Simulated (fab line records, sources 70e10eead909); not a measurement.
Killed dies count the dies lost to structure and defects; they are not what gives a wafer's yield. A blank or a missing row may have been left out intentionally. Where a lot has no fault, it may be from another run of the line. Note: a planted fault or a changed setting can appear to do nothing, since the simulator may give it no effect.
Struck lot and sound lot, side by side -- flow nand harc -- 16 steps out of a route of 1302
Sound: the wafers L432.1, L432.5, L432.6. Struck: wafer L440.4. (L440.1, L440.5 of the same lot were not struck and are left out.) The cause comes at the end.
At each step with rows: each side's tool, then ch and its chambers, then its first start. Under that, the readings that differ: sound wafers -- struck wafers -- difference of the means -- sigmas: that difference in standard deviations of wafers without a fault.
alike: readings whose means differ by less than 2 such deviations, and words and numbers that are the same on both sides. not compared: withheld readings, readings that some wafer has no value for, bounds like >300 that may hide the same value, and numbers for which the record gives no deviation and whose values overlap.
The two part at a step that has a row with sigmas, a row that says differs or no value, or rows on one side only. Numbers that don't overlap but have no deviation are shown without sigmas and don't part them. A reading missing from all wafers of one side parts the sides only when that side holds two or more wafers.

NHARC_A_ONON_D2_THK_MEAS_02: measures by ellipsometry.
  sound: film metro-01 at day 13 07:12; struck: film metro-01 at day 16 15:46
reading,sound,struck,difference,sigmas
thk nm (nm),983 983 981,1016,+34,+3
following that, 1 step holds no rows for these wafers, namely NHARC_A_ONON_D2_DEP_03 (target thickness 1000 nm).
NHARC_A_ONON_D2_THK_MEAS_05: measures by ellipsometry.
  sound: film metro-01 at day 13 07:46; struck: film metro-01 at day 16 16:20
  alike: thk nm
following that, 1 step holds no rows for these wafers, namely NHARC_A_ONON_D2_DEP_06 (target thickness 1000 nm).
NHARC_A_ONON_D2_THK_MEAS_08: measures by ellipsometry.
  sound: film metro-02 at day 13 08:20; struck: film metro-01 at day 16 16:53
  alike: thk nm
following that, 1 step holds no rows for these wafers, namely NHARC_A_ONON_D2_DEP_09 (target thickness 1000 nm).
NHARC_A_ONON_D2_THK_MEAS_11: measures by ellipsometry.
  sound: film metro-02 at day 13 08:54; struck: film metro-01 at day 16 17:41
  alike: thk nm
following that, 1 step holds no rows for these wafers, namely NHARC_A_ONON_D2_DEP_12 (target thickness 1000 nm).
NHARC_A_ONON_D2_THK_MEAS_14: measures by ellipsometry.
  sound: film metro-02 at day 13 09:28; struck: film metro-01 at day 16 18:15
  alike: thk nm
then, 2 steps without rows for these wafers: NHARC_A_ONON_D2_ANNEAL_15 (time 3600 s); NHARC_A_ONON_D2_DEP_16 (target thk 1000 nm).
NHARC_A_ONON_D2_THK_MEAS_18: measures by ellipsometry.
  sound: film metro-01 at day 13 16:46; struck: film metro-01 at day 17 02:00
  alike: thk nm
NHARC_A_ONON_D2_DEP_19: target thk 1000 nm.
  sound on pecvd onon-03 ch 0, day 13 16:49; struck on pecvd onon-03 ch 0, day 17 02:03
NHARC_A_ONON_D2_THK_MEAS_21: measures by ellipsometry.
  sound: film metro-02 at day 13 17:19; struck: film metro-01 at day 17 02:34
reading,sound,struck,difference,sigmas
thk nm (nm),1004 1002 1002,696,-307,-28
following that, 1 step holds no rows for these wafers, namely NHARC_A_ONON_D2_DEP_22 (target thickness 1000 nm).
-- record jumps: 11 days between struck wafers' starts before vs after; left off in module A_ONON_D2, resumes in module END, first step shown is number 1302 of the route --
NHARC_END_SORT_01:
  the record has rows for the struck wafers here (prober-02 ch 0, day 28 13:59) and none for the sound ones

## WHERE THEY PART
At NHARC_A_ONON_D2_THK_MEAS_02 first; at NHARC_END_SORT_01 last (within this record only).

WHY: what had been put in by the simulator
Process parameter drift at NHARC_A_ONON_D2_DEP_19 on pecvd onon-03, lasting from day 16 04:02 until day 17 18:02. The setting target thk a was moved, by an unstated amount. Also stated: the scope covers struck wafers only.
